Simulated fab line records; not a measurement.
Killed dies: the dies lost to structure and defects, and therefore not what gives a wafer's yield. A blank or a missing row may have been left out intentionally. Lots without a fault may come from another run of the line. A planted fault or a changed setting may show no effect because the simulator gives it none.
The tool behind it: which one? || flow n5 finfet || 72 wafers from 24 lots sampled at 6 of the route's 1938 steps

== WHAT THE GAUGES SHOWED, per wafer ==
N5_BEOL_M6_THK_MEAS_53: measures by xrf.
{"lot": "L075", "measured": "day 10 08:55", "on": "film metro-01", "M6_THK (nm)": "77.6 75.4 76.2"}
{"lot": "L074", "measured": "day 10 08:59", "on": "film metro-01", "M6_THK (nm)": "76.4 79.2 76.1"}
{"lot": "L078", "measured": "day 10 12:50", "on": "film metro-02", "M6_THK (nm)": "80.6 76.2 78.9"}
{"lot": "L077", "measured": "day 10 17:35", "on": "film metro-02", "M6_THK (nm)": "75.5 80.3 75.0"}
{"lot": "L076", "measured": "day 11 00:48", "on": "film metro-01", "M6_THK (nm)": "80.9 82.7 82.0"}
{"lot": "L080", "measured": "day 11 05:10", "on": "film metro-01", "M6_THK (nm)": "74.9 76.8 78.9"}
{"lot": "L079", "measured": "day 11 07:01", "on": "film metro-01", "M6_THK (nm)": "81.4 74.2 82.2"}
{"lot": "L081", "measured": "day 11 17:39", "on": "film metro-01", "M6_THK (nm)": "76.1 77.7 76.1"}
{"lot": "L082", "measured": "day 12 00:40", "on": "film metro-02", "M6_THK (nm)": "79.5 78.7 79.0"}
{"lot": "L083", "measured": "day 12 08:54", "on": "film metro-01", "M6_THK (nm)": "77.9 74.8 77.6"}
{"lot": "L085", "measured": "day 12 12:08", "on": "film metro-02", "M6_THK (nm)": "76.8 73.5 76.7"}
{"lot": "L086", "measured": "day 12 17:20", "on": "film metro-01", "M6_THK (nm)": "77.8 78.3 79.6"}
{"lot": "L084", "measured": "day 12 17:37", "on": "film metro-02", "M6_THK (nm)": "81.6 80.6 79.7"}
{"lot": "L087", "measured": "day 13 06:52", "on": "film metro-02", "M6_THK (nm)": "78.4 83.1 75.9"}
{"lot": "L088", "measured": "day 13 16:33", "on": "film metro-02", "M6_THK (nm)": "80.4 74.8 75.4"}
{"lot": "L089", "measured": "day 14 03:37", "on": "film metro-01", "M6_THK (nm)": "80.6 78.5 79.4"}
{"lot": "L090", "measured": "day 14 06:08", "on": "film metro-01", "M6_THK (nm)": "79.8 78.9 82.5"}
{"lot": "L091", "measured": "day 14 06:41", "on": "film metro-01", "M6_THK (nm)": "79.3 84.1 80.9"}
{"lot": "L093", "measured": "day 14 07:36", "on": "film metro-02", "M6_THK (nm)": "80.7 80.0 82.9"}
{"lot": "L092", "measured": "day 14 12:51", "on": "film metro-02", "M6_THK (nm)": "80.7 77.6 79.3"}
{"lot": "L094", "measured": "day 15 18:53", "on": "film metro-02", "M6_THK (nm)": "78.1 76.7 76.7"}
{"lot": "L096", "measured": "day 15 19:26", "on": "film metro-02", "M6_THK (nm)": "79.7 83.4 79.8"}
{"lot": "L095", "measured": "day 15 20:56", "on": "film metro-01", "M6_THK (nm)": "78.1 79.4 78.2"}
{"lot": "L097", "measured": "day 16 00:20", "on": "film metro-01", "M6_THK (nm)": "83.3 79.1 81.6"}

N5_BEOL_M7_OVL_MEAS_12.
{"lot": "L075", "measured": "day 10 11:16", "on": "overlay-02", "M7_OVL (nm)": "0.1 1.3 1.3"}
{"lot": "L074", "measured": "day 10 11:17", "on": "overlay-01", "M7_OVL (nm)": "0.0 1.2 -0.2"}
{"lot": "L078", "measured": "day 10 16:02", "on": "overlay-02", "M7_OVL (nm)": "-0.3 0.0 0.3"}
{"lot": "L077", "measured": "day 10 20:30", "on": "overlay-02", "M7_OVL (nm)": "-0.6 0.2 -0.3"}
{"lot": "L076", "measured": "day 11 03:55", "on": "overlay-02", "M7_OVL (nm)": "0.2 0.0 -0.3"}
{"lot": "L080", "measured": "day 11 08:27", "on": "overlay-02", "M7_OVL (nm)": "0.8 -0.3 0.1"}
{"lot": "L079", "measured": "day 11 09:19", "on": "overlay-01", "M7_OVL (nm)": "0.5 0.8 1.2"}
{"lot": "L081", "measured": "day 11 20:41", "on": "overlay-02", "M7_OVL (nm)": "-0.7 0.7 0.8"}
{"lot": "L082", "measured": "day 12 02:37", "on": "overlay-01", "M7_OVL (nm)": "0.6 0.5 0.3"}
{"lot": "L083", "measured": "day 12 10:32", "on": "overlay-01", "M7_OVL (nm)": "-0.9 -1.1 -0.3"}
{"lot": "L085", "measured": "day 12 14:40", "on": "overlay-01", "M7_OVL (nm)": "1.0 -0.8 0.3"}
{"lot": "L086", "measured": "day 12 19:32", "on": "overlay-02", "M7_OVL (nm)": "1.0 1.8 0.7"}
{"lot": "L084", "measured": "day 12 20:50", "on": "overlay-01", "M7_OVL (nm)": "1.0 -0.5 0.2"}
{"lot": "L087", "measured": "day 13 08:41", "on": "overlay-01", "M7_OVL (nm)": "-0.8 0.5 0.2"}
{"lot": "L088", "measured": "day 13 18:36", "on": "overlay-02", "M7_OVL (nm)": "-1.2 0.1 -1.0"}
{"lot": "L089", "measured": "day 14 06:01", "on": "overlay-01", "M7_OVL (nm)": "-0.9 0.3 0.0"}
{"lot": "L090", "measured": "day 14 09:08", "on": "overlay-01", "M7_OVL (nm)": "-0.5 1.2 0.3"}
{"lot": "L091", "measured": "day 14 09:26", "on": "overlay-02", "M7_OVL (nm)": "0.6 -0.6 -0.1"}
{"lot": "L093", "measured": "day 14 09:55", "on": "overlay-02", "M7_OVL (nm)": "-1.6 -1.9 -1.9"}
{"lot": "L092", "measured": "day 14 14:20", "on": "overlay-02", "M7_OVL (nm)": "0.7 0.5 0.6"}
{"lot": "L094", "measured": "day 15 20:18", "on": "overlay-02", "M7_OVL (nm)": "-1.3 -0.1 -0.1"}
{"lot": "L096", "measured": "day 15 21:09", "on": "overlay-01", "M7_OVL (nm)": "-0.2 0.1 -0.2"}
{"lot": "L095", "measured": "day 15 23:50", "on": "overlay-02", "M7_OVL (nm)": "1.2 -1.0 0.3"}
{"lot": "L097", "measured": "day 16 02:14", "on": "overlay-01", "M7_OVL (nm)": "-0.5 -0.2 -1.1"}

N5_BEOL_M7_OVL_MEAS_29.
{"lot": "L075", "measured": "day 10 12:22", "on": "overlay-02", "V6_OVL (nm)": "1.3 0.5 1.2"}
{"lot": "L074", "measured": "day 10 12:20", "on": "overlay-01", "V6_OVL (nm)": "0.1 0.2 -1.2"}
{"lot": "L078", "measured": "day 10 19:39", "on": "overlay-02", "V6_OVL (nm)": "2.1 1.7 0.2"}
{"lot": "L077", "measured": "day 10 21:37", "on": "overlay-02", "V6_OVL (nm)": "-0.4 -0.1 -0.7"}
{"lot": "L076", "measured": "day 11 06:15", "on": "overlay-01", "V6_OVL (nm)": "0.6 -0.3 0.4"}
{"lot": "L080", "measured": "day 11 11:36", "on": "overlay-01", "V6_OVL (nm)": "0.7 0.7 1.1"}
{"lot": "L079", "measured": "day 11 11:26", "on": "overlay-02", "V6_OVL (nm)": "-0.8 0.3 -0.5"}
{"lot": "L081", "measured": "day 11 21:44", "on": "overlay-01", "V6_OVL (nm)": "-0.8 -1.5 -1.8"}
{"lot": "L082", "measured": "day 12 05:45", "on": "overlay-01", "V6_OVL (nm)": "0.0 0.5 -0.5"}
{"lot": "L083", "measured": "day 12 12:56", "on": "overlay-01", "V6_OVL (nm)": "0.3 0.1 -0.1"}
{"lot": "L085", "measured": "day 12 15:40", "on": "overlay-01", "V6_OVL (nm)": "-0.8 0.1 -0.1"}
{"lot": "L086", "measured": "day 12 20:40", "on": "overlay-01", "V6_OVL (nm)": "0.8 -0.2 -0.3"}
{"lot": "L084", "measured": "day 12 23:04", "on": "overlay-01", "V6_OVL (nm)": "-0.2 1.9 0.6"}
{"lot": "L087", "measured": "day 13 10:51", "on": "overlay-02", "V6_OVL (nm)": "-0.3 -0.8 0.0"}
{"lot": "L088", "measured": "day 13 22:55", "on": "overlay-02", "V6_OVL (nm)": "0.4 -0.1 0.3"}
{"lot": "L089", "measured": "day 14 08:29", "on": "overlay-01", "V6_OVL (nm)": "1.2 1.4 0.9"}
{"lot": "L090", "measured": "day 14 10:11", "on": "overlay-02", "V6_OVL (nm)": "0.1 -0.3 0.2"}
{"lot": "L091", "measured": "day 14 10:26", "on": "overlay-02", "V6_OVL (nm)": "-0.7 -0.1 -0.3"}
{"lot": "L093", "measured": "day 14 10:50", "on": "overlay-02", "V6_OVL (nm)": "0.2 -0.2 -0.6"}
{"lot": "L092", "measured": "day 14 17:33", "on": "overlay-02", "V6_OVL (nm)": "1.3 0.0 0.3"}
{"lot": "L094", "measured": "day 15 21:37", "on": "overlay-02", "V6_OVL (nm)": "-0.1 0.7 0.7"}
{"lot": "L096", "measured": "day 15 23:22", "on": "overlay-02", "V6_OVL (nm)": "-0.2 0.2 0.1"}
{"lot": "L095", "measured": "day 16 00:55", "on": "overlay-02", "V6_OVL (nm)": "0.4 -0.2 1.0"}
{"lot": "L097", "measured": "day 16 04:10", "on": "overlay-02", "V6_OVL (nm)": "0.0 0.8 0.7"}

N5_BEOL_M7_INSPECT_30: inspects for defects (brightfield).
{"lot": "L075", "measured": "day 10 12:25", "on": "defect inspect-01", "raw defect count": "350 755 371"}
{"lot": "L074", "measured": "day 10 12:23", "on": "defect inspect-01", "raw defect count": "372 391 291"}
{"lot": "L078", "measured": "day 10 19:43", "on": "defect inspect-01", "raw defect count": "483 369 469"}
{"lot": "L077", "measured": "day 10 21:40", "on": "defect inspect-02", "raw defect count": "515 373 362"}
{"lot": "L076", "measured": "day 11 06:18", "on": "defect inspect-02", "raw defect count": "420 460 467"}
{"lot": "L080", "measured": "day 11 11:40", "on": "defect inspect-01", "raw defect count": "438 405 496"}
{"lot": "L079", "measured": "day 11 11:29", "on": "defect inspect-02", "raw defect count": "501 480 402"}
{"lot": "L081", "measured": "day 11 21:47", "on": "defect inspect-01", "raw defect count": "459 493 390"}
{"lot": "L082", "measured": "day 12 05:48", "on": "defect inspect-02", "raw defect count": "497 389 439"}
{"lot": "L083", "measured": "day 12 12:59", "on": "defect inspect-02", "raw defect count": "355 436 404"}
{"lot": "L085", "measured": "day 12 15:43", "on": "defect inspect-01", "raw defect count": "411 349 334"}
{"lot": "L086", "measured": "day 12 20:43", "on": "defect inspect-01", "raw defect count": "452 340 352"}
{"lot": "L084", "measured": "day 12 23:08", "on": "defect inspect-02", "raw defect count": "291 465 526"}
{"lot": "L087", "measured": "day 13 10:53", "on": "defect inspect-02", "raw defect count": "355 447 322"}
{"lot": "L088", "measured": "day 13 22:58", "on": "defect inspect-02", "raw defect count": "474 379 588"}
{"lot": "L089", "measured": "day 14 08:33", "on": "defect inspect-02", "raw defect count": "425 390 452"}
{"lot": "L090", "measured": "day 14 10:14", "on": "defect inspect-01", "raw defect count": "368 342 393"}
{"lot": "L091", "measured": "day 14 10:30", "on": "defect inspect-01", "raw defect count": "546 496 540"}
{"lot": "L093", "measured": "day 14 10:53", "on": "defect inspect-02", "raw defect count": "387 363 357"}
{"lot": "L092", "measured": "day 14 17:36", "on": "defect inspect-02", "raw defect count": "463 371 339"}
{"lot": "L094", "measured": "day 15 21:41", "on": "defect inspect-02", "raw defect count": "304 494 384"}
{"lot": "L096", "measured": "day 15 23:26", "on": "defect inspect-01", "raw defect count": "448 458 568"}
{"lot": "L095", "measured": "day 16 00:59", "on": "defect inspect-01", "raw defect count": "564 504 541"}
{"lot": "L097", "measured": "day 16 04:13", "on": "defect inspect-02", "raw defect count": "562 438 428"}

== WHAT TOOL EACH LOT RAN ON (gives the tool, then ch and the chambers of the sampled wafers, and finally the start) ==
{"lot": "L075", "N5_BEOL_M6_PRE_CLEAN_45": "pvd sputter-03, day 10 06:58", "N5_BEOL_M6_CMP_52": "cmp-03 ch 0,2,3, day 10 08:38"}
{"lot": "L074", "N5_BEOL_M6_PRE_CLEAN_45": "pvd sputter-03, day 10 07:03", "N5_BEOL_M6_CMP_52": "cmp-02 ch 0,1,2, day 10 08:48"}
{"lot": "L078", "N5_BEOL_M6_PRE_CLEAN_45": "pvd sputter-01, day 10 11:01", "N5_BEOL_M6_CMP_52": "cmp-02 ch 0,1,3, day 10 12:37"}
{"lot": "L077", "N5_BEOL_M6_PRE_CLEAN_45": "pvd sputter-02, day 10 16:13", "N5_BEOL_M6_CMP_52": "cmp-03 ch 0,1,2, day 10 17:22"}
{"lot": "L076", "N5_BEOL_M6_PRE_CLEAN_45": "pvd sputter-02, day 10 23:02", "N5_BEOL_M6_CMP_52": "cmp-02 ch 0,2,3, day 11 00:30"}
{"lot": "L080", "N5_BEOL_M6_PRE_CLEAN_45": "pvd sputter-01, day 11 03:32", "N5_BEOL_M6_CMP_52": "cmp-02 ch 0,2,3, day 11 04:57"}
{"lot": "L079", "N5_BEOL_M6_PRE_CLEAN_45": "pvd sputter-03, day 11 03:38", "N5_BEOL_M6_CMP_52": "cmp-04 ch 0,2, day 11 06:43"}
{"lot": "L081", "N5_BEOL_M6_PRE_CLEAN_45": "pvd sputter-03, day 11 16:14", "N5_BEOL_M6_CMP_52": "cmp-03 ch 1,2,3, day 11 17:28"}
{"lot": "L082", "N5_BEOL_M6_PRE_CLEAN_45": "pvd sputter-02, day 11 21:31", "N5_BEOL_M6_CMP_52": "cmp-03 ch 0,2,3, day 12 00:27"}
{"lot": "L083", "N5_BEOL_M6_PRE_CLEAN_45": "pvd sputter-01, day 12 07:10", "N5_BEOL_M6_CMP_52": "cmp-04 ch 0,1,3, day 12 08:38"}
{"lot": "L085", "N5_BEOL_M6_PRE_CLEAN_45": "pvd sputter-02, day 12 10:18", "N5_BEOL_M6_CMP_52": "cmp-02 ch 0,2,3, day 12 11:57"}
{"lot": "L086", "N5_BEOL_M6_PRE_CLEAN_45": "pvd sputter-03, day 12 14:58", "N5_BEOL_M6_CMP_52": "cmp-04 ch 0,1,3, day 12 17:09"}
{"lot": "L084", "N5_BEOL_M6_PRE_CLEAN_45": "pvd sputter-03, day 12 15:03", "N5_BEOL_M6_CMP_52": "cmp-03 ch 0,2,3, day 12 17:22"}
{"lot": "L087", "N5_BEOL_M6_PRE_CLEAN_45": "pvd sputter-02, day 13 05:08", "N5_BEOL_M6_CMP_52": "cmp-04 ch 1,2,3, day 13 06:38"}
{"lot": "L088", "N5_BEOL_M6_PRE_CLEAN_45": "pvd sputter-03, day 13 12:06", "N5_BEOL_M6_CMP_52": "cmp-04 ch 0,2,3, day 13 16:15"}
{"lot": "L089", "N5_BEOL_M6_PRE_CLEAN_45": "pvd sputter-02, day 13 23:05", "N5_BEOL_M6_CMP_52": "cmp-04 ch 0,1,3, day 14 03:23"}
{"lot": "L090", "N5_BEOL_M6_PRE_CLEAN_45": "pvd sputter-02, day 14 01:32", "N5_BEOL_M6_CMP_52": "cmp-02 ch 0,1,3, day 14 05:55"}
{"lot": "L091", "N5_BEOL_M6_PRE_CLEAN_45": "pvd sputter-03, day 14 02:29", "N5_BEOL_M6_CMP_52": "cmp-03 ch 0,2,3, day 14 06:23"}
{"lot": "L093", "N5_BEOL_M6_PRE_CLEAN_45": "pvd sputter-02, day 14 05:38", "N5_BEOL_M6_CMP_52": "cmp-02 ch 0,1,3, day 14 07:20"}
{"lot": "L092", "N5_BEOL_M6_PRE_CLEAN_45": "pvd sputter-01, day 14 11:03", "N5_BEOL_M6_CMP_52": "cmp-03 ch 1,2,3, day 14 12:34"}
{"lot": "L094", "N5_BEOL_M6_PRE_CLEAN_45": "pvd sputter-03, day 15 17:02", "N5_BEOL_M6_CMP_52": "cmp-03 ch 1,2, day 15 18:35"}
{"lot": "L096", "N5_BEOL_M6_PRE_CLEAN_45": "pvd sputter-03, day 15 17:29", "N5_BEOL_M6_CMP_52": "cmp-04 ch 1,2,3, day 15 19:10"}
{"lot": "L095", "N5_BEOL_M6_PRE_CLEAN_45": "pvd sputter-01, day 15 19:34", "N5_BEOL_M6_CMP_52": "cmp-02 ch 0,3, day 15 20:40"}
{"lot": "L097", "N5_BEOL_M6_PRE_CLEAN_45": "pvd sputter-03, day 15 21:50", "N5_BEOL_M6_CMP_52": "cmp-04 ch 2,3, day 16 00:02"}
- N5_BEOL_M6_PRE_CLEAN_45: time 30 s.
- N5_BEOL_M6_CMP_52: polishes, stops on SiCOH lowk, t overpolish 6.9 s, target thk 80 nm.

== AS READ BY THE TOOLS THEMSELVES (means over the sampled wafers that have a number; for cases with no such wafer, the mark the record gives instead) ==
N5_BEOL_M6_PRE_CLEAN_45.
{"lot": "L075", "tool": "pvd sputter-03", "heater power w (W)": 348}
{"lot": "L074", "tool": "pvd sputter-03", "heater power w (W)": 351}
{"lot": "L078", "tool": "pvd sputter-01", "heater power w (W)": 335}
{"lot": "L077", "tool": "pvd sputter-02", "heater power w (W)": 354}
{"lot": "L076", "tool": "pvd sputter-02", "heater power w (W)": 359}
{"lot": "L080", "tool": "pvd sputter-01", "heater power w (W)": 326}
{"lot": "L079", "tool": "pvd sputter-03", "heater power w (W)": 313}
{"lot": "L081", "tool": "pvd sputter-03", "heater power w (W)": 352}
{"lot": "L082", "tool": "pvd sputter-02", "heater power w (W)": 327}
{"lot": "L083", "tool": "pvd sputter-01", "heater power w (W)": 327}
{"lot": "L085", "tool": "pvd sputter-02", "heater power w (W)": 387}
{"lot": "L086", "tool": "pvd sputter-03", "heater power w (W)": 372}
{"lot": "L084", "tool": "pvd sputter-03", "heater power w (W)": 352}
{"lot": "L087", "tool": "pvd sputter-02", "heater power w (W)": 355}
{"lot": "L088", "tool": "pvd sputter-03", "heater power w (W)": 348}
{"lot": "L089", "tool": "pvd sputter-02", "heater power w (W)": 356}
{"lot": "L090", "tool": "pvd sputter-02", "heater power w (W)": 374}
{"lot": "L091", "tool": "pvd sputter-03", "heater power w (W)": 358}
{"lot": "L093", "tool": "pvd sputter-02", "heater power w (W)": 336}
{"lot": "L092", "tool": "pvd sputter-01", "heater power w (W)": 309}
{"lot": "L094", "tool": "pvd sputter-03", "heater power w (W)": 341}
{"lot": "L096", "tool": "pvd sputter-03", "heater power w (W)": 353}
{"lot": "L095", "tool": "pvd sputter-01", "heater power w (W)": 314}
{"lot": "L097", "tool": "pvd sputter-03", "heater power w (W)": 378}

N5_BEOL_M6_CMP_52.
{"lot": "L075", "tool": "cmp-03", "barrier field endpoint s (s)": 28.8, "motor current A (A)": 6.2, "overpolish run s (s)": 6.899, "retaining ring pressure frac": 1.004, "time to endpoint s (s)": 64.4}
{"lot": "L074", "tool": "cmp-02", "barrier field endpoint s (s)": 29.0, "motor current A (A)": 6.3, "overpolish run s (s)": 6.894, "retaining ring pressure frac": 1.000, "time to endpoint s (s)": 61.6}
{"lot": "L078", "tool": "cmp-02", "barrier field endpoint s (s)": 28.4, "motor current A (A)": 6.7, "overpolish run s (s)": 6.908, "retaining ring pressure frac": 1.003, "time to endpoint s (s)": 59.9}
{"lot": "L077", "tool": "cmp-03", "barrier field endpoint s (s)": 29.1, "motor current A (A)": 6.3, "overpolish run s (s)": 6.894, "retaining ring pressure frac": 1.001, "time to endpoint s (s)": 61.0}
{"lot": "L076", "tool": "cmp-02", "barrier field endpoint s (s)": 29.4, "motor current A (A)": 6.6, "overpolish run s (s)": 6.894, "retaining ring pressure frac": 0.999, "time to endpoint s (s)": 62.5}
{"lot": "L080", "tool": "cmp-02", "barrier field endpoint s (s)": 28.4, "motor current A (A)": 6.7, "overpolish run s (s)": 6.902, "retaining ring pressure frac": 0.997, "time to endpoint s (s)": 60.0}
{"lot": "L079", "tool": "cmp-04", "barrier field endpoint s (s)": 29.3, "motor current A (A)": 5.3, "overpolish run s (s)": 6.897, "retaining ring pressure frac": 1.001, "time to endpoint s (s)": 62.0}
{"lot": "L081", "tool": "cmp-03", "barrier field endpoint s (s)": 29.1, "motor current A (A)": 5.9, "overpolish run s (s)": 6.909, "retaining ring pressure frac": 0.994, "time to endpoint s (s)": 62.1}
{"lot": "L082", "tool": "cmp-03", "barrier field endpoint s (s)": 28.7, "motor current A (A)": 6.4, "overpolish run s (s)": 6.903, "retaining ring pressure frac": 1.000, "time to endpoint s (s)": 62.3}
{"lot": "L083", "tool": "cmp-04", "barrier field endpoint s (s)": 28.5, "motor current A (A)": 5.8, "overpolish run s (s)": 6.903, "retaining ring pressure frac": 0.995, "time to endpoint s (s)": 62.7}
{"lot": "L085", "tool": "cmp-02", "barrier field endpoint s (s)": 28.7, "motor current A (A)": 6.7, "overpolish run s (s)": 6.906, "retaining ring pressure frac": 0.997, "time to endpoint s (s)": 60.9}
{"lot": "L086", "tool": "cmp-04", "barrier field endpoint s (s)": 29.3, "motor current A (A)": 6.1, "overpolish run s (s)": 6.908, "retaining ring pressure frac": 0.997, "time to endpoint s (s)": 63.1}
{"lot": "L084", "tool": "cmp-03", "barrier field endpoint s (s)": 29.2, "motor current A (A)": 6.5, "overpolish run s (s)": 6.900, "retaining ring pressure frac": 0.995, "time to endpoint s (s)": 62.2}
{"lot": "L087", "tool": "cmp-04", "barrier field endpoint s (s)": 28.6, "motor current A (A)": 6.1, "overpolish run s (s)": 6.908, "retaining ring pressure frac": 0.989, "time to endpoint s (s)": 60.3}
{"lot": "L088", "tool": "cmp-04", "barrier field endpoint s (s)": 28.8, "motor current A (A)": 5.6, "overpolish run s (s)": 6.893, "retaining ring pressure frac": 0.996, "time to endpoint s (s)": 62.3}
{"lot": "L089", "tool": "cmp-04", "barrier field endpoint s (s)": 29.0, "motor current A (A)": 5.7, "overpolish run s (s)": 6.894, "retaining ring pressure frac": 1.004, "time to endpoint s (s)": 59.0}
{"lot": "L090", "tool": "cmp-02", "barrier field endpoint s (s)": 29.1, "motor current A (A)": 6.7, "overpolish run s (s)": 6.902, "retaining ring pressure frac": 1.004, "time to endpoint s (s)": 64.8}
{"lot": "L091", "tool": "cmp-03", "barrier field endpoint s (s)": 28.3, "motor current A (A)": 6.3, "overpolish run s (s)": 6.903, "retaining ring pressure frac": 0.999, "time to endpoint s (s)": 59.6}
{"lot": "L093", "tool": "cmp-02", "barrier field endpoint s (s)": 29.1, "motor current A (A)": 6.7, "overpolish run s (s)": 6.895, "retaining ring pressure frac": 0.997, "time to endpoint s (s)": 60.9}
{"lot": "L092", "tool": "cmp-03", "barrier field endpoint s (s)": 28.0, "motor current A (A)": 6.1, "overpolish run s (s)": 6.900, "retaining ring pressure frac": 1.002, "time to endpoint s (s)": 58.7}
{"lot": "L094", "tool": "cmp-03", "barrier field endpoint s (s)": 28.4, "motor current A (A)": 6.2, "overpolish run s (s)": 6.906, "retaining ring pressure frac": 0.997, "time to endpoint s (s)": 62.5}
{"lot": "L096", "tool": "cmp-04", "barrier field endpoint s (s)": 28.5, "motor current A (A)": 6.2, "overpolish run s (s)": 6.891, "retaining ring pressure frac": 1.000, "time to endpoint s (s)": 59.9}
{"lot": "L095", "tool": "cmp-02", "barrier field endpoint s (s)": 29.1, "motor current A (A)": 7.0, "overpolish run s (s)": 6.894, "retaining ring pressure frac": 0.998, "time to endpoint s (s)": 59.6}
{"lot": "L097", "tool": "cmp-04", "barrier field endpoint s (s)": 28.9, "motor current A (A)": 5.8, "overpolish run s (s)": 6.905, "retaining ring pressure frac": 0.997, "time to endpoint s (s)": 63.2}

== THE ANSWER, worked out from the rows above alone ==
Rule: the usual values come from the lots themselves. The widest of any qualifying gaps counts: lots, ordered by their means at a reading, are off when they make up no more than a third of the lots, leave a main group of 4 or more, and stand apart from it by 3 or more times the standard deviation of that group's means. Not used: any main group whose means are identical at the precision the tables above print for the reading. A lot without any number at a reading at which 4 lots or more have one is off too. Where the step has rows for the other lots, those lots are counted as sound. After the gauges, taken in route order, come the tools' own readings; for these a lot's mean is taken, as printed above. At the first step where some lot is off, the reading lying furthest off is the one used; lots without a number count as furthest.
No lot is off on any of the readings shown, so nothing can be concluded from this.

== WHAT WAS PUT IN BY THE SIMULATOR ==
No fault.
